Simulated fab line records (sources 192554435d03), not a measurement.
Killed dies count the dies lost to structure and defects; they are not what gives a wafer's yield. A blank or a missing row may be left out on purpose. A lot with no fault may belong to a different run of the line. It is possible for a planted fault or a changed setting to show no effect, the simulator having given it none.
The tool behind it: which one? :: flow n5_finfet :: 10 lots, 30 wafers sampled, at 5 steps of a route of 1938

## WHAT THE GAUGES READ, wafer by wafer
N5_BEOL_M4_RC_MEAS_101.
lot: L367
measured: day 8 10:20
on: prober-02
DIBL_N (mV/V): 32.9 35.1 33.6

lot: L368
measured: day 9 01:08
on: prober-01
DIBL_N (mV/V): 37.5 38.1 38.2

lot: L369
measured: day 9 08:17
on: prober-02
DIBL_N (mV/V): 36.5 38.0 35.6

lot: L370
measured: day 9 08:10
on: prober-01
DIBL_N (mV/V): 34.8 33.5 34.9

lot: L371
measured: day 9 14:32
on: prober-01
DIBL_N (mV/V): 36.8 37.4 37.0

lot: L372
measured: day 9 16:22
on: prober-02
DIBL_N (mV/V): 36.9 37.0 35.6

lot: L379
measured: day 11 20:50
on: prober-01
DIBL_N (mV/V): 37.5 34.1 36.3

lot: L381
measured: day 12 06:45
on: prober-02
DIBL_N (mV/V): 37.3 36.9 36.6

lot: L389
measured: day 14 04:17
on: prober-01
DIBL_N (mV/V): 36.0 34.9 35.7

lot: L390
measured: day 14 08:29
on: prober-01
DIBL_N (mV/V): 36.3 36.5 38.5

## WHICH TOOL RAN EACH LOT (tool, then ch and the chambers of the sampled wafers, then the start)
lot: L367
N5_MOL_CONTACT_COAG_ETCH_106: rie_diel-01 ch 0,2,3, day 4 13:23
N5_BEOL_M4_SURFACE_TREAT_85: pvd_sputter-01, day 8 07:09
N5_BEOL_M4_SPUTTER_86: pvd_sputter-01, day 8 08:05
N5_BEOL_M4_ANNEAL_95: pvd_sputter-01, day 8 09:03

lot: L368
N5_MOL_CONTACT_COAG_ETCH_106: rie_diel-04 ch 0,1,3, day 4 20:00
N5_BEOL_M4_SURFACE_TREAT_85: pvd_sputter-02, day 8 21:43
N5_BEOL_M4_SPUTTER_86: pvd_sputter-02, day 8 22:55
N5_BEOL_M4_ANNEAL_95: pvd_sputter-02, day 8 23:53

lot: L369
N5_MOL_CONTACT_COAG_ETCH_106: rie_diel-01 ch 0,1,3, day 5 02:16
N5_BEOL_M4_SURFACE_TREAT_85: pvd_sputter-01, day 9 05:07
N5_BEOL_M4_SPUTTER_86: pvd_sputter-01, day 9 06:00
N5_BEOL_M4_ANNEAL_95: pvd_sputter-01, day 9 06:58

lot: L370
N5_MOL_CONTACT_COAG_ETCH_106: rie_diel-03 ch 0,1, day 5 07:17
N5_BEOL_M4_SURFACE_TREAT_85: pvd_sputter-02, day 9 05:05
N5_BEOL_M4_SPUTTER_86: pvd_sputter-02, day 9 05:58
N5_BEOL_M4_ANNEAL_95: pvd_sputter-02, day 9 06:55

lot: L371
N5_MOL_CONTACT_COAG_ETCH_106: rie_diel-01 ch 0,1,3, day 5 16:13
N5_BEOL_M4_SURFACE_TREAT_85: pvd_sputter-02, day 9 09:01
N5_BEOL_M4_SPUTTER_86: pvd_sputter-02, day 9 09:56
N5_BEOL_M4_ANNEAL_95: pvd_sputter-02, day 9 12:57

lot: L372
N5_MOL_CONTACT_COAG_ETCH_106: rie_diel-03 ch 0,1,3, day 5 19:34
N5_BEOL_M4_SURFACE_TREAT_85: pvd_sputter-03, day 9 10:47
N5_BEOL_M4_SPUTTER_86: pvd_sputter-02, day 9 13:52
N5_BEOL_M4_ANNEAL_95: pvd_sputter-02, day 9 14:50

lot: L379
N5_MOL_CONTACT_COAG_ETCH_106: rie_diel-01 ch 0,1,2, day 7 15:14
N5_BEOL_M4_SURFACE_TREAT_85: pvd_sputter-03, day 11 17:26
N5_BEOL_M4_SPUTTER_86: pvd_sputter-02, day 11 18:29
N5_BEOL_M4_ANNEAL_95: pvd_sputter-02, day 11 19:26

lot: L381
N5_MOL_CONTACT_COAG_ETCH_106: rie_diel-03 ch 1,2,3, day 8 05:56
N5_BEOL_M4_SURFACE_TREAT_85: pvd_sputter-03, day 12 03:36
N5_BEOL_M4_SPUTTER_86: pvd_sputter-03, day 12 04:32
N5_BEOL_M4_ANNEAL_95: pvd_sputter-03, day 12 05:30

lot: L389
N5_MOL_CONTACT_COAG_ETCH_106: rie_diel-03 ch 0,1, day 10 03:17
N5_BEOL_M4_SURFACE_TREAT_85: pvd_sputter-01, day 14 00:59
N5_BEOL_M4_SPUTTER_86: pvd_sputter-01, day 14 02:05
N5_BEOL_M4_ANNEAL_95: pvd_sputter-01, day 14 03:03

lot: L390
N5_MOL_CONTACT_COAG_ETCH_106: rie_diel-03 ch 0,1,3, day 10 10:30
N5_BEOL_M4_SURFACE_TREAT_85: pvd_sputter-01, day 14 05:07
N5_BEOL_M4_SPUTTER_86: pvd_sputter-02, day 14 06:10
N5_BEOL_M4_ANNEAL_95: pvd_sputter-02, day 14 07:08
- N5_MOL_CONTACT_COAG_ETCH_106: etches SOC in N2/H2, target depth 80 nm, overetch 16 nm, time 120 s.
- N5_BEOL_M4_SURFACE_TREAT_85
- N5_BEOL_M4_SPUTTER_86: material Cu, target thk 4.5 nm, time 8.29 s.
- N5_BEOL_M4_ANNEAL_95: time 240 s.

## THE ANSWER, worked out from the rows above alone
Rule: the usual values come from the lots themselves. The widest of any qualifying gaps counts: lots, ordered by their means at a reading, are off when they make up no more than a third of the lots, leave a main group of 4 or more, and stand apart from it by 3 or more times the standard deviation of that group's means. The tables above print the reading to a certain number of digits; a main group whose means all agree to those digits is not used. A lot without any number at a reading at which 4 lots or more have one is off too. The other lots that the step has rows for count as sound.
No lot is off on any of the readings shown, so nothing can be concluded from this.

## WHAT THE SIMULATOR HAD INSERTED
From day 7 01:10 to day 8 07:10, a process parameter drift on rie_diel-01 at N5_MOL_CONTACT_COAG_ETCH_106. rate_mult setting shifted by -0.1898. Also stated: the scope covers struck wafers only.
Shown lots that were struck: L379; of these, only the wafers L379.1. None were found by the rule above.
